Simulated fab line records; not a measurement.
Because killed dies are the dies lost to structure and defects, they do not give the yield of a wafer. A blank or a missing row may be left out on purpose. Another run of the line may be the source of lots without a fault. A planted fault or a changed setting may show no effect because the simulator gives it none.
Chamber matching	flow n5_finfet	rie_diel-03 running N5_SDB_HM_OPEN_20: 4 sister chambers
The step chemistry CH3F/O2, target SiNx, stops on poly-Si, target depth 24 nm. 7 wafers are shown with their chamber, then 8 later ones without.

WAFERS PAIRED WITH THEIR CHAMBERS
wafer	chamber	drypump_motor_current_A (A)	throttle_valve_pct (%)
L090.1	2	4.93	16.31
L090.2	1	5.86	16.65
L090.4	0	5.84	15.74
L091.2	2	4.95	16.34
L091.4	1	5.83	16.65
L091.5	3	5.43	16.18
L092.1	3	5.43	16.21

WAFERS MISSING THEIR CHAMBER
wafer	drypump_motor_current_A (A)	throttle_valve_pct (%)
L092.2	4.96	16.32
L092.3	5.82	16.67
L093.1	5.85	16.68
L093.2	5.44	16.22
L093.4	5.83	15.74
L095.3	5.80	15.75
L095.4	5.43	16.22
L095.5	5.80	15.75

WHICH CHAMBER EACH WENT THROUGH
wafer	from the rows above	in truth
L092.2	2	2
L092.3	1	1
L093.1	1	1
L093.2	3	3
L093.4	0	0
L095.3	0	0
L095.4	3	3
L095.5	0	0
Correctly placed: 8 of 8. From these rows, 0 cannot be placed. Placed wrongly: 0.
How it was worked out, from the rows above alone: a wafer's distance from a chamber is the root of the sum, over the readings, of the square of ((its reading less the chamber's mean) divided by the reading's scatter). If the next closest chamber is less than 2 further off than the closest, the wafer can't be placed; otherwise it belongs to the closest. A chamber's mean is the mean of its shown wafers. The scatter: take each reading less its chamber's mean, square it, sum over the shown wafers, divide by the number of wafers less the number of chambers, and take the root.
